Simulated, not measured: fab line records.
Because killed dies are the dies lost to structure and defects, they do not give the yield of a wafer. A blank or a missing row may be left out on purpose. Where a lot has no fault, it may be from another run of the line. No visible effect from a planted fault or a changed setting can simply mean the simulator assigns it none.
fab line records	flow nandHarc
[record] lots = 14	wafers = 40	lastDay = 24
route steps=1159 shown A_SGD_CUT@747 THIN_TSV@1133 END@1159
lots untouched by any fault: they come from a run of this same line in which no faults occurred
startH: the number of hours between the record's first day and the start of the first shown wafer of the lot	waitH: hours from the lot's prior step to this one	" repeats the value in the row above	L1.1+2: a row that stands for several wafers	- no value, or no start was given	* or withheld: withheld	< > ~ a bound
route shown NAME@n: NAME is a module with steps in the file, n the number in the route of the first one	usual: mean/standard deviation taken from wafers without a fault	same: alike in all rows	chamber/n: place in a boat	sites: readings site by site	_std_site: standard deviation across them	_edge_site: the outer-site mean with the inner-site mean subtracted	radiusMm: for every site, how far away it sits from the centre of the wafer	mask NAME#n: copy n	behind: the most recent tool/chamber to have shaped the wafer	hold: the reason the lot was held/the length of the hold in hours/how it ended	device: whichever transistor did not switch (one of n, p or np)	end of line: the tests these same wafers got at the end of their route	for a step that has no rows: nothing shown but its recipe	killed: the dies lost at the first sort to structure and to defects; this is not the yield of the wafer	map: the dies of a wafer, with x for killed, . for not killed, _ for no die there
set.NAME: the setting that was run; set.NAME@STEP: the one run at that earlier step	model.NAME: the simulator's own value behind a step, which no gauge read
the route's steps for a sample of lots (tables are steps, rows are wafers)
services: when a tool's chamber went out of use (startH, in hours from the record's first day, below 0 if earlier), for how many hours, and the reason
[[steps]]
[step NHARC_A_SGD_CUT_DEP_00]
[recipe] targetThkA = 500	tempC = 400	targetThkNm = 50	flowSccm = 200	rfW = 450	material = SiNx
[usual] heaterPowerW = 685/87
lot.wafer	tool	chamber	startH	waitH	heaterPowerW
L701.4	pecvd-02	1	302.59	0.3	606
L701.5	"	2	"	"	753
L701.6	"	0	"	"	595
L702.1	pecvd-04	0	322.79	0.1	732
L702.6	"	2	"	"	730
L702.5	"	0	"	"	738
L704.2	pecvd-02	1	322.79	0.1	700
L704.1	"	2	"	"	744
L704.4	"	1	"	"	735
L703.3	pecvd-03	0	323.11	0.1	733
L703.6	"	1	"	"	723
L703.5	"	2	"	"	840
L705.4	pecvd-03	1	332.95	0.1	655
L705.5	"	2	"	"	828
L705.6	"	0	"	"	618
L706.2	pecvd-02	0	333.29	0.1	600
L706.1	"	1	"	"	715
L706.6	"	2	"	"	679
L707.3	pecvd-02	0	348.31	0.1	600
L707.6	"	0	"	"	599
L707.5	"	1	"	"	698
L712.2	pecvd-02	1	372.59	0.1	674
L712.6	"	1	"	"	667
L710.1	pecvd-02	0	373.39	0.1	579
L710.6	"	1	"	"	607
L718.1	pecvd-03	1	397.40	0.1	629
L718.3	"	2	"	"	845
L718.4	"	0	"	"	670
L719.2	pecvd-04	0	417.06	0.1	744
L719.1	"	1	"	"	691
L719.5	"	1	"	"	717
L720.3	pecvd-03	2	427.57	0.3	812
L720.1	"	1	"	"	661
L720.4	"	1	"	"	678
L722.3	pecvd-04	2	435.36	0.1	610
L722.6	"	1	"	"	784
L722.4	"	0	"	"	755
L724.1	pecvd-03	0	454.45	0.1	659
L724.2	"	1	"	"	648
L724.4	"	2	"	"	782
[step NHARC_THIN_TSV_CMP_21]
[recipe] tOverpolishS = 30	targetThkNm = 2000
[usual] motorCurrentA = 12.3/1.2	overpolishRunS = 30.000/0.0084
lot.wafer	tool	chamber	startH	waitH	motorCurrentA	overpolishRunS
L701.4	cmp-04	0	446.32	-	11.1	29.994
L701.5	"	0	"	"	11.3	30.007
L701.6	"	1	"	"	13.8	29.990
L703.3	cmp-01	0	453.06	-	13.9	29.989
L703.6	"	1	"	"	12.5	30.000
L703.5	"	2	"	"	12.5	30.013
L704.2	cmp-02	0	454.09	-	12.6	30.007
L704.1	"	2	"	"	11.4	29.995
L704.4	"	3	"	"	12.0	30.008
L702.1	cmp-02	1	459.25	-	10.3	29.992
L702.5	"	2	"	"	11.0	29.991
L702.6	"	3	"	"	12.4	29.998
L706.2	cmp-04	1	467.91	-	14.1	30.005
L706.1	"	3	"	"	13.5	30.018
L706.6	"	2	"	"	12.5	30.005
L705.4	cmp-01	0	477.26	-	14.2	29.983
L705.5	"	0	"	"	14.2	30.006
L705.6	"	1	"	"	11.4	30.013
L707.3	cmp-04	3	488.96	-	13.8	30.006
L707.5	"	1	"	"	13.4	30.007
L707.6	"	2	"	"	12.3	30.004
L710.1	cmp-01	3	498.13	-	10.9	30.000
L712.2	cmp-02	2	499.32	-	11.5	29.984
L718.4	cmp-02	1	531.18	-	10.5	29.999
L718.3	"	2	"	"	11.6	30.001
L718.1	"	3	"	"	12.5	29.990
L719.2	cmp-04	0	536.62	-	11.7	29.993
L719.1	"	1	"	"	13.7	29.986
L719.5	"	3	"	"	13.8	30.008
L720.4	cmp-01	2	544.57	-	11.8	30.000
L720.3	"	3	"	"	11.1	29.996
L720.1	"	1	"	"	12.5	29.991
L722.4	cmp-04	2	562.90	-	12.0	30.001
L722.3	"	1	"	"	13.6	30.005
L722.6	"	3	"	"	13.4	30.015
L724.2	cmp-02	1	564.04	-	10.4	29.992
L724.1	"	2	"	"	11.8	30.007
L724.4	"	3	"	"	13.3	29.997
[step NHARC_THIN_TSV_CD_MEAS_33]
[recipe] targetCdNm = 5000	landingEnergyEv = 500
[usual] cdNm = 5000.3/2.1
lot.wafer	tool	chamber	startH	waitH	cdNm
L701.4	cdSem-03	0	447.95	-	5001.5
L701.5	"	0	"	"	5002.3
L701.6	"	0	"	"	5001.4
L703.3	cdSem-03	0	454.59	-	4999.4
L703.5	"	0	"	"	4999.6
L703.6	"	0	"	"	4999.8
L704.1	cdSem-03	0	455.70	-	5002.3
L704.2	"	0	"	"	5000.0
L704.4	"	0	"	"	4998.9
L702.1	cdSem-02	0	460.78	-	4999.3
L702.5	"	0	"	"	5000.9
L702.6	"	0	"	"	4996.9
L706.1	cdSem-03	0	469.52	-	4998.1
L706.2	"	0	"	"	5003.4
L706.6	"	0	"	"	5001.4
L705.4	cdSem-01	0	478.87	-	5002.3
L705.5	"	0	"	"	4999.4
L705.6	"	0	"	"	5001.5
L707.3	cdSem-01	0	490.51	-	5003.4
L707.5	"	0	"	"	5001.0
L707.6	"	0	"	"	5001.4
L710.1	cdSem-01	0	499.70	-	5004.0
L712.2	cdSem-01	0	500.80	-	5002.1
L718.1	cdSem-02	0	532.76	-	4997.9
L718.3	"	0	"	"	4997.2
L718.4	"	0	"	"	4997.5
L719.1	cdSem-03	0	538.21	-	4999.7
L719.2	"	0	"	"	5000.4
L719.5	"	0	"	"	4998.1
L720.1	cdSem-03	0	546.16	-	5000.3
L720.3	"	0	"	"	5000.5
L720.4	"	0	"	"	4999.6
L722.3	cdSem-01	0	564.38	-	5001.0
L722.4	"	0	"	"	5000.4
L722.6	"	0	"	"	4999.7
L724.1	cdSem-02	0	565.51	-	4996.9
L724.2	"	0	"	"	4999.4
L724.4	"	0	"	"	5001.4
[step NHARC_THIN_TSV_ETCH_59]
[recipe] targetDepthA = 8800	icpW = 900	biasW = 100	Cl2_flow_sccm = 60	bcl3FlowSccm = 30	timeS = 138.1	chemistry = Cl2/BCl3
[usual] biasW = 100.1/0.31	chamberPressureMTorr = 10.000/0.0092	drypumpMotorCurrentA = 5.6/0.36	oesProductAu = 0.999/0.0099	throttleValvePct = 22.264/0.0086
lot.wafer	tool	chamber	startH	waitH	biasW	chamberPressureMTorr	drypumpMotorCurrentA	oesProductAu	rfHoursCounterH	throttleValvePct
L701.4	rieMetal-02	0	448.34	0.2	100.5	9.993	5.0	1.004	-	22.273
L701.6	"	1	"	"	99.9	9.985	5.6	0.994	-	22.258
L701.5	"	0	"	"	100.1	10.005	5.0	1.020	-	22.267
L703.3	rieMetal-02	0	454.98	0.2	100.0	9.991	5.0	1.007	-	22.265
L703.5	"	1	"	"	100.2	9.994	5.6	0.985	-	22.266
L703.6	"	0	"	"	99.8	10.008	5.0	1.004	-	22.276
L704.1	rieMetal-01	1	455.99	0.1	100.4	10.004	5.7	0.999	3.1	22.267
L704.2	"	0	"	"	100.1	10.003	6.2	1.002	3.1	22.270
L704.4	"	1	"	"	99.9	10.010	5.7	0.996	-	22.264
L702.1	rieMetal-02	0	461.12	0.1	99.5	10.011	5.0	1.016	1.8	22.263
L702.6	"	1	"	"	99.7	10.000	5.6	0.993	-	22.254
L702.5	"	0	"	"	100.0	9.999	5.0	1.005	-	22.263
L706.1	rieMetal-01	0	469.81	0.1	99.8	9.984	6.1	1.002	4.0	22.263
L706.2	"	1	"	"	99.7	9.997	5.7	0.990	4.0	22.266
L706.6	"	1	"	"	100.2	9.992	5.7	0.999	-	22.262
L705.4	rieMetal-02	0	479.25	0.2	100.0	9.995	5.0	1.002	-	22.274
L705.6	"	0	"	"	100.1	10.009	5.0	1.011	-	22.272
L705.5	"	1	"	"	100.0	9.995	5.6	0.998	-	22.256
L707.3	rieMetal-02	0	490.94	0.2	99.8	10.003	5.0	1.010	-	22.267
L707.5	"	1	"	"	99.7	9.995	5.6	0.992	-	22.267
L707.6	"	0	"	"	100.2	9.999	5.0	1.007	-	22.270
L710.1	rieMetal-01	0	500.02	0.1	100.3	9.999	6.1	0.995	4.9	22.266
L712.2	rieMetal-03	0	501.13	0.1	100.4	9.994	5.9	0.986	1.1	22.258
L718.1	rieMetal-03	0	533.11	0.2	99.8	9.991	5.9	0.990	2.1	22.273
L718.3	"	1	"	"	100.7	10.009	5.5	1.002	-	22.268
L718.4	"	0	"	"	99.7	9.994	5.9	0.993	-	22.271
L719.1	rieMetal-03	1	538.49	0.1	100.1	9.995	5.5	0.998	2.3	22.259
L719.2	"	0	"	"	100.8	10.003	5.9	0.978	2.3	22.239
L719.5	"	1	"	"	100.2	10.008	5.5	0.995	-	22.282
L720.1	rieMetal-03	1	546.45	0.1	100.2	10.001	5.5	1.004	2.7	22.270
L720.3	"	1	"	"	99.8	9.994	5.5	1.007	-	22.261
L720.4	"	0	"	"	99.5	10.003	5.9	1.002	-	22.270
L722.3	rieMetal-01	1	564.75	0.2	99.9	9.998	5.7	1.008	-	22.258
L722.4	"	0	"	"	100.1	10.003	6.2	1.022	-	22.269
L722.6	"	1	"	"	99.2	9.987	5.7	1.013	-	22.268
L724.2	rieMetal-01	1	565.81	0.1	99.8	9.991	5.7	1.006	1.6	22.273
L724.1	"	0	"	"	100.0	10.008	6.1	1.007	1.6	22.260
L724.4	"	0	"	"	100.3	10.004	6.1	1.007	-	22.272
[step NHARC_END_SORT_01]
[recipe] tempC = 25
[usual] killedAtArray = 28/10	killedAtOther = 0.5/0.82	killedAtPeriphery = 3.4/2.2	killedDies = 31/10	killedOpen = 3.4/1.9	killedShort = 1.9/1.3
[same] grossDies = 677
lot.wafer	tool	chamber	startH	waitH	killedAtArray	killedAtOther	killedAtPeriphery	killedDies	killedOpen	killedShort
L701.4	prober-01	0	459.55	3.4	18	0	2	20	3	2
L701.5	prober-01	0	460.35	3.7	21	0	5	26	1	2
L701.6	prober-01	0	461.14	4.0	18	3	3	24	2	3
L703.3	prober-02	0	467.87	3.1	17	1	8	26	2	0
L703.5	prober-02	0	469.45	3.7	21	0	9	30	3	0
L703.6	prober-02	0	470.24	4.0	23	0	9	32	5	1
L704.1	prober-01	0	472.75	2.5	15	0	4	19	2	3
L704.2	prober-01	0	473.55	2.8	23	0	3	26	3	1
L704.4	prober-01	0	475.15	3.4	14	1	4	19	2	3
L702.1	prober-02	0	473.99	2.5	16	0	6	22	4	2
L702.5	prober-02	0	477.21	3.7	25	0	6	31	6	3
L702.6	prober-02	0	478.01	4.0	24	0	3	27	3	2
L706.1	prober-01	0	480.55	2.5	23	0	4	27	3	2
L706.2	prober-01	0	481.33	2.8	27	0	5	32	5	1
L706.6	prober-01	0	484.43	3.9	30	0	5	35	4	2
L705.4	prober-01	0	490.56	3.4	34	2	3	39	4	4
L705.5	prober-01	0	491.36	3.7	27	1	7	35	4	4
L705.6	prober-01	0	492.16	4.0	19	1	6	26	3	0
L707.3	prober-02	0	501.09	3.1	18	0	4	22	4	2
L707.5	prober-02	0	502.68	3.7	18	0	0	18	5	1
L707.6	prober-02	0	503.48	4.0	11	0	2	13	3	3
L712.2	prober-01	0	508.39	2.8	38	0	2	40	5	0
L712.6	prober-01	0	511.59	4.0	677	0	0	677	0	3
L710.1	prober-02	0	515.44	2.6	24	0	3	27	3	1
L710.6	prober-02	0	519.46	4.0	670	1	6	677	6	0
L719.1	prober-01	0	545.57	2.5	48	0	4	52	3	2
L719.2	prober-01	0	546.38	2.8	44	0	2	46	2	1
L719.5	prober-01	0	548.79	3.7	48	0	1	49	1	4
L718.1	prober-02	0	547.43	2.5	34	0	2	36	7	1
L718.3	prober-02	0	549.02	3.1	37	0	8	45	5	3
L718.4	prober-02	0	549.81	3.4	37	0	2	39	4	5
L720.1	prober-01	0	561.30	2.5	16	0	2	18	2	3
L720.3	prober-01	0	562.90	3.1	13	0	1	14	1	4
L720.4	prober-01	0	563.70	3.4	14	0	2	16	1	1
L722.3	prober-02	0	574.74	3.1	50	1	2	53	3	2
L722.4	prober-02	0	575.55	3.4	33	3	3	39	2	3
L722.6	prober-02	0	577.16	4.0	57	2	2	61	5	1
L724.1	prober-01	0	576.97	2.5	28	2	5	35	6	3
L724.2	prober-01	0	577.78	2.8	46	0	1	47	2	3
L724.4	prober-01	0	579.38	3.4	39	2	3	44	5	1
// killed by level:class
L701.4 A_SLIT:chamberFilmFlake=8 A_CONTACT:chamberFilmFlake=2 A_ONON_D1:geometricParticle:open=1 A_CHANNEL_HOLE_D1:geometricParticle:short=1 A_CHANNEL_FILL_D1:geometricParticle:open=1 A_SGD_CUT:geometricParticle:open=1 A_CONTACT:geometricParticle:short=1 P_M1:chamberFilmFlake=1
L701.5 A_SLIT:chamberFilmFlake=7 A_STAIRCASE:chamberFilmFlake=6 P_GATE:chamberFilmFlake=3 A_CONTACT:chamberFilmFlake=3 A_ZERO_WELL:chamberFilmFlake=2 P_M1:geometricParticle:open=1 A_ONON_D1:geometricParticle:short=1 A_CONTACT:geometricParticle:short=1
L701.6 A_SLIT:chamberFilmFlake=7 THIN_TSV:chamberFilmFlake=3 P_BONDPAD:chamberFilmFlake=2 A_CHANNEL_HOLE_D1:chamberFilmFlake=2 A_STAIRCASE:chamberFilmFlake=2 A_CONTACT:chamberFilmFlake=2 P_STI:geometricParticle:short=1 A_CHANNEL_FILL_D1:geometricParticle:short=1
L703.3 A_CHANNEL_HOLE_D1:chamberFilmFlake=7 P_STI:chamberFilmFlake=5 A_STAIRCASE:chamberFilmFlake=4 P_CONTACT:chamberFilmFlake=2 A_SLIT:chamberFilmFlake=2 A_CONTACT:chamberFilmFlake=2 A_SOURCE_PLATE:geometricParticle:open=1 A_M1:geometricParticle:open=1
L703.5 A_CHANNEL_HOLE_D1:chamberFilmFlake=7 P_STI:chamberFilmFlake=5 A_STAIRCASE:chamberFilmFlake=5 A_ZERO_WELL:chamberFilmFlake=3 P_GATE:chamberFilmFlake=2 A_SLIT:chamberFilmFlake=2 A_CONTACT:chamberFilmFlake=2 P_M0:geometricParticle:open=1
L703.6 A_CHANNEL_HOLE_D1:chamberFilmFlake=13 P_STI:chamberFilmFlake=4 A_STAIRCASE:chamberFilmFlake=3 A_CONTACT:geometricParticle:open=2 P_CONTACT:chamberFilmFlake=2 A_CONTACT:chamberFilmFlake=2 P_CONTACT:geometricParticle:open=1 P_M0:geometricParticle:open=1
L704.1 A_CONTACT:chamberFilmFlake=6 P_CONTACT:chamberFilmFlake=4 A_CHANNEL_HOLE_D1:chamberFilmFlake=3 A_WL_FILL:geometricParticle:short=2 A_WL_FILL:geometricParticle:open=1 A_CONTACT:geometricParticle:short=1 A_BLC:geometricParticle:open=1 A_STAIRCASE:chamberFilmFlake=1
L704.2 A_CONTACT:chamberFilmFlake=5 P_CONTACT:chamberFilmFlake=3 A_CHANNEL_FILL_D1:chamberFilmFlake=3 A_SLIT:chamberFilmFlake=3 A_WL_FILL:chamberFilmFlake=3 A_ZERO_WELL:chamberFilmFlake=2 A_CHANNEL_HOLE_D1:chamberFilmFlake=2 A_ONON_D1:geometricParticle:open=1
L702.1 A_CHANNEL_HOLE_D1:chamberFilmFlake=11 P_M0:geometricParticle:open=2 P_GATE:geometricParticle:open=1 P_M0:geometricParticle:short=1 A_CHANNEL_FILL_D1:geometricParticle:short=1 A_M0:geometricParticle:open=1 P_STI:chamberFilmFlake=1 P_GATE:chamberFilmFlake=1
L704.4 A_CHANNEL_HOLE_D1:chamberFilmFlake=3 A_CONTACT:chamberFilmFlake=3 P_CONTACT:chamberFilmFlake=2 A_CHANNEL_FILL_D1:chamberFilmFlake=2 P_CONTACT:geometricParticle:open=1 A_ONON_D1:geometricParticle:short=1 A_CHANNEL_FILL_D1:geometricParticle:short=1 A_CHANNEL_FILL_D1:geometricParticle:open=1
L702.5 A_CHANNEL_HOLE_D1:chamberFilmFlake=13 A_ONON_D1:geometricParticle:open=2 A_CHANNEL_HOLE_D1:geometricParticle:short=2 A_M0:geometricParticle:open=2 P_BONDPAD:chamberFilmFlake=2 A_WL_FILL:chamberFilmFlake=2 P_CONTACT:geometricParticle:open=1 P_M0:geometricParticle:open=1
L702.6 A_CHANNEL_HOLE_D1:chamberFilmFlake=14 A_STAIRCASE:chamberFilmFlake=2 A_CONTACT:chamberFilmFlake=2 P_GATE:geometricParticle:open=1 P_CONTACT:geometricParticle:open=1 A_CHANNEL_FILL_D1:geometricParticle:open=1 A_CHANNEL_FILL_D1:geometricParticle:short=1 A_CONTACT:geometricParticle:short=1
L706.1 A_CONTACT:chamberFilmFlake=7 A_SLIT:chamberFilmFlake=6 P_M1:chamberFilmFlake=2 A_CHANNEL_HOLE_D1:chamberFilmFlake=2 A_STAIRCASE:chamberFilmFlake=2 A_M1:chamberFilmFlake=2 P_CONTACT:geometricParticle:open=1 A_CHANNEL_FILL_D1:geometricParticle:open=1
L706.2 A_SLIT:chamberFilmFlake=11 A_CONTACT:chamberFilmFlake=7 P_M1:chamberFilmFlake=4 A_CONTACT:geometricParticle:open=3 P_CONTACT:geometricParticle:open=1 A_BLC:geometricParticle:open=1 A_BLC:geometricParticle:short=1 A_ZERO_WELL:chamberFilmFlake=1
L706.6 A_SLIT:chamberFilmFlake=16 A_CONTACT:chamberFilmFlake=5 A_CHANNEL_HOLE_D1:chamberFilmFlake=3 P_M0:geometricParticle:open=2 P_M1:chamberFilmFlake=2 A_CHANNEL_HOLE_D1:geometricParticle:open=1 A_SGD_CUT:geometricParticle:short=1 A_WL_FILL:geometricParticle:short=1
L705.4 A_SLIT:chamberFilmFlake=8 A_CONTACT:chamberFilmFlake=7 A_CHANNEL_HOLE_D1:chamberFilmFlake=6 A_CHANNEL_FILL_D1:chamberFilmFlake=4 A_WL_FILL:geometricParticle:short=2 P_ZERO_WELL:chamberFilmFlake=2 A_STAIRCASE:chamberFilmFlake=2 P_M0:geometricParticle:open=1
L705.5 A_CONTACT:chamberFilmFlake=10 A_SLIT:chamberFilmFlake=7 P_ZERO_WELL:chamberFilmFlake=5 A_STAIRCASE:chamberFilmFlake=2 P_M1:geometricParticle:short=1 A_CHANNEL_HOLE_D1:geometricParticle:open=1 A_CHANNEL_HOLE_D1:geometricParticle:short=1 A_CHANNEL_FILL_D1:geometricParticle:open=1
L705.6 A_SLIT:chamberFilmFlake=10 P_ZERO_WELL:chamberFilmFlake=4 A_CONTACT:chamberFilmFlake=3 A_STAIRCASE:chamberFilmFlake=2 P_CONTACT:geometricParticle:open=1 A_CHANNEL_FILL_D1:geometricParticle:open=1 A_M1:geometricParticle:open=1 P_BONDPAD:chamberFilmFlake=1
L707.3 A_CONTACT:chamberFilmFlake=4 A_M1:chamberFilmFlake=4 A_CHANNEL_HOLE_D1:chamberFilmFlake=3 A_M0:geometricParticle:open=2 P_STI:chamberFilmFlake=2 A_STAIRCASE:chamberFilmFlake=2 P_M0:geometricParticle:open=1 A_ONON_D1:geometricParticle:short=1
L707.5 A_STAIRCASE:chamberFilmFlake=5 A_CONTACT:chamberFilmFlake=3 A_BLC:geometricParticle:open=2 A_M1:geometricParticle:open=2 A_CHANNEL_HOLE_D1:chamberFilmFlake=2 A_M1:chamberFilmFlake=2 A_CHANNEL_FILL_D1:geometricParticle:open=1 A_SGD_CUT:geometricParticle:short=1
L707.6 A_STAIRCASE:chamberFilmFlake=3 A_CONTACT:chamberFilmFlake=2 P_M1:geometricParticle:open=1 A_SOURCE_PLATE:geometricParticle:open=1 A_CHANNEL_FILL_D1:geometricParticle:short=1 A_WL_FILL:geometricParticle:short=1 A_WL_FILL:geometricParticle:open=1 A_CONTACT:geometricParticle:short=1
L712.2 A_SLIT:chamberFilmFlake=15 A_CHANNEL_HOLE_D1:chamberFilmFlake=10 A_STAIRCASE:chamberFilmFlake=6 A_CONTACT:chamberFilmFlake=4 P_STI:geometricParticle:open=1 P_GATE:geometricParticle:open=1 A_ONON_D1:geometricParticle:open=1 A_STAIRCASE:geometricParticle:open=1
L712.6 A_SGD_CUT:areaDep=644 A_SLIT:chamberFilmFlake=13 A_STAIRCASE:chamberFilmFlake=8 A_CHANNEL_HOLE_D1:chamberFilmFlake=6 A_CONTACT:chamberFilmFlake=3 A_ONON_D1:geometricParticle:short=1 A_WL_FILL:geometricParticle:short=1 A_CONTACT:geometricParticle:short=1
L710.1 A_SLIT:chamberFilmFlake=10 A_CHANNEL_HOLE_D1:chamberFilmFlake=5 A_CONTACT:geometricParticle:open=2 P_M0:chamberFilmFlake=2 A_CONTACT:chamberFilmFlake=2 A_CHANNEL_FILL_D1:geometricParticle:open=1 A_WL_FILL:geometricParticle:short=1 P_BONDPAD:chamberFilmFlake=1
L710.6 A_SGD_CUT:areaDep=638 A_SLIT:chamberFilmFlake=12 A_CHANNEL_FILL_D1:chamberFilmFlake=4 A_STAIRCASE:chamberFilmFlake=3 A_CONTACT:chamberFilmFlake=3 P_ZERO_WELL:chamberFilmFlake=2 P_BONDPAD:chamberFilmFlake=2 A_ZERO_WELL:chamberFilmFlake=2
L719.1 A_CHANNEL_HOLE_D1:chamberFilmFlake=24 A_SLIT:chamberFilmFlake=12 A_STAIRCASE:chamberFilmFlake=5 A_CONTACT:chamberFilmFlake=3 P_M0:geometricParticle:open=1 P_M2:geometricParticle:open=1 A_WL_FILL:geometricParticle:short=1 A_M1:geometricParticle:short=1
L719.2 A_SLIT:chamberFilmFlake=18 A_CHANNEL_HOLE_D1:chamberFilmFlake=16 A_STAIRCASE:chamberFilmFlake=4 A_CONTACT:chamberFilmFlake=2 A_ONON_D1:geometricParticle:open=1 A_ONON_D1:geometricParticle:short=1 A_CONTACT:geometricParticle:open=1 P_ZERO_WELL:chamberFilmFlake=1
L718.1 A_SLIT:chamberFilmFlake=12 A_STAIRCASE:chamberFilmFlake=7 A_CHANNEL_HOLE_D1:chamberFilmFlake=4 A_CONTACT:chamberFilmFlake=3 A_ONON_D1:geometricParticle:open=2 P_M0:geometricParticle:open=1 A_SOURCE_PLATE:geometricParticle:open=1 A_ONON_D1:geometricParticle:short=1
L719.5 A_CHANNEL_HOLE_D1:chamberFilmFlake=24 A_SLIT:chamberFilmFlake=11 A_STAIRCASE:chamberFilmFlake=5 A_CONTACT:geometricParticle:short=2 A_ONON_D1:geometricParticle:short=1 A_M0:geometricParticle:short=1 A_M0:geometricParticle:open=1 P_STI:chamberFilmFlake=1
L718.3 A_SLIT:chamberFilmFlake=14 A_CONTACT:chamberFilmFlake=10 A_CHANNEL_HOLE_D1:chamberFilmFlake=6 P_STI:chamberFilmFlake=3 P_M0:chamberFilmFlake=3 A_CONTACT:geometricParticle:open=2 P_CONTACT:geometricParticle:short=1 A_ONON_D1:geometricParticle:short=1
L718.4 A_SLIT:chamberFilmFlake=15 A_CHANNEL_HOLE_D1:chamberFilmFlake=4 A_STAIRCASE:chamberFilmFlake=4 A_BLC:chamberFilmFlake=4 A_CONTACT:geometricParticle:short=2 A_CONTACT:chamberFilmFlake=2 P_GATE:geometricParticle:short=1 A_ONON_D1:geometricParticle:short=1
L720.1 A_CHANNEL_HOLE_D1:chamberFilmFlake=4 A_CONTACT:chamberFilmFlake=4 A_CHANNEL_FILL_D1:geometricParticle:short=2 A_STAIRCASE:chamberFilmFlake=2 A_WL_FILL:chamberFilmFlake=2 P_GATE:geometricParticle:open=1 A_BLC:geometricParticle:open=1 A_M0:geometricParticle:short=1
L720.3 A_CHANNEL_HOLE_D1:chamberFilmFlake=4 A_CONTACT:chamberFilmFlake=3 A_SOURCE_PLATE:geometricParticle:short=2 A_WL_FILL:geometricParticle:short=2 A_CHANNEL_FILL_D1:geometricParticle:open=1 P_GATE:chamberFilmFlake=1 A_WL_FILL:chamberFilmFlake=1
L720.4 A_CHANNEL_HOLE_D1:chamberFilmFlake=9 A_CONTACT:chamberFilmFlake=3 A_SOURCE_PLATE:geometricParticle:short=1 A_CHANNEL_HOLE_D1:geometricParticle:open=1 P_GATE:chamberFilmFlake=1 P_M2:chamberFilmFlake=1
L722.3 A_CHANNEL_HOLE_D1:chamberFilmFlake=23 A_SLIT:chamberFilmFlake=20 A_CONTACT:chamberFilmFlake=3 P_CONTACT:geometricParticle:open=1 P_M2:geometricParticle:short=1 A_ONON_D1:geometricParticle:open=1 A_M0:geometricParticle:open=1 A_M1:geometricParticle:short=1
L722.4 A_CHANNEL_HOLE_D1:chamberFilmFlake=16 A_SLIT:chamberFilmFlake=8 A_CONTACT:chamberFilmFlake=4 THIN_TSV:chamberFilmFlake=3 A_STAIRCASE:chamberFilmFlake=2 P_GATE:geometricParticle:open=1 P_CONTACT:geometricParticle:open=1 P_CONTACT:geometricParticle:short=1
L724.1 A_SLIT:chamberFilmFlake=11 A_CONTACT:chamberFilmFlake=8 A_CONTACT:geometricParticle:open=3 P_GATE:chamberFilmFlake=3 A_ONON_D1:geometricParticle:short=2 THIN_TSV:chamberFilmFlake=2 P_GATE:geometricParticle:open=1 P_CONTACT:geometricParticle:open=1
L722.6 A_CHANNEL_HOLE_D1:chamberFilmFlake=24 A_SLIT:chamberFilmFlake=22 A_CONTACT:chamberFilmFlake=4 A_WL_FILL:geometricParticle:open=2 THIN_TSV:chamberFilmFlake=2 P_GATE:geometricParticle:open=1 P_CONTACT:geometricParticle:open=1 A_CHANNEL_FILL_D1:geometricParticle:open=1
L724.2 A_SLIT:chamberFilmFlake=26 A_CHANNEL_HOLE_D1:chamberFilmFlake=7 A_CONTACT:chamberFilmFlake=5 A_CHANNEL_FILL_D1:geometricParticle:short=2 A_STAIRCASE:chamberFilmFlake=2 A_ONON_D1:geometricParticle:open=1 A_CHANNEL_FILL_D1:geometricParticle:open=1 A_M1:geometricParticle:short=1
L724.4 A_SLIT:chamberFilmFlake=20 A_CHANNEL_HOLE_D1:chamberFilmFlake=10 A_CONTACT:chamberFilmFlake=6 P_GATE:geometricParticle:open=1 P_CONTACT:geometricParticle:open=1 A_CHANNEL_HOLE_D1:geometricParticle:open=1 A_SGD_CUT:geometricParticle:open=1 A_SLIT:geometricParticle:short=1
[[services]]
tool	chamber	startH	hours	kind
pecvd-03	-	292.16	13.0	pm
cmp-04	-	299.13	4.5	repair
cmp-04	-	303.67	4.0	pm
cmp-04	-	311.04	2.1	repair
cmp-02	-	330.73	4.0	pm
rieMetal-01	-	332.11	9.0	pm
pecvd-02	-	334.22	13.0	pm
cmp-02	-	351.73	0.2	repair
cmp-02	-	352.30	0.3	repair
rieMetal-02	-	388.00	9.0	pm
rieMetal-02	1	397.70	7.5	repair
cmp-04	-	401.67	4.0	pm
cmp-04	-	423.99	1.9	repair
pecvd-03	2	428.21	7.2	repair
pecvd-03	-	466.14	0.5	repair
pecvd-03	-	471.80	0.6	repair
pecvd-03	-	473.16	13.0	pm
cmp-04	-	483.79	5.0	repair
cmp-04	-	499.67	4.0	pm
pecvd-03	-	501.83	3.1	repair
pecvd-02	-	515.22	13.0	pm
cmp-04	-	523.62	0.4	repair
rieMetal-02	0	538.95	5.8	repair
rieMetal-02	-	565.00	9.0	pm
[[key]]
[firstSign] step = NHARC_END_SORT_01	reading = killedAtArray	direction = up	sigmas = 63	usual = 28	struck = 674
[effect] step = NHARC_END_SORT_01	reading = killedDies	direction = up	sigmas = 62	usual = 31	struck = 677
[moreKillsBornAt] NHARC_A_SGD_CUT_DEP_00@pecvd-02 = 1282
metAt NHARC_A_SGD_CUT_DEP_00
struckLots L710,L712
struckWafers L710.6,L712.6
laterRowsLeftOut L710.6,L712.6
testerLeftOut L710,L712
notActingAt NHARC_THIN_TSV_CMP_21,NHARC_THIN_TSV_CD_MEAS_33,NHARC_THIN_TSV_ETCH_59
onsetBetween 348.31 372.59
[fault] kind = processParameterDrift	tool = pecvd-02	chamber = -	onsetH = 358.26	steps = NHARC_A_SGD_CUT_DEP_00	channel = targetThkNm	offset = 22.424	shape = step	endH = 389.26	scope = struckWafersOnly	actsIn = theseRecipesOnly	stated = 50
// testerLeftOut: of these lots the tester's yield and bins aren't shown, on N5 and GAA mostly nor the transistor test; their killed dies are dies lost to structure and defects alone, not to doping, threshold or leakage, so they don't give the yield
// laterRowsLeftOut: the simulator's readings of these wafers behind a module that went badly wrong aren't trusted and aren't shown, but for the sort
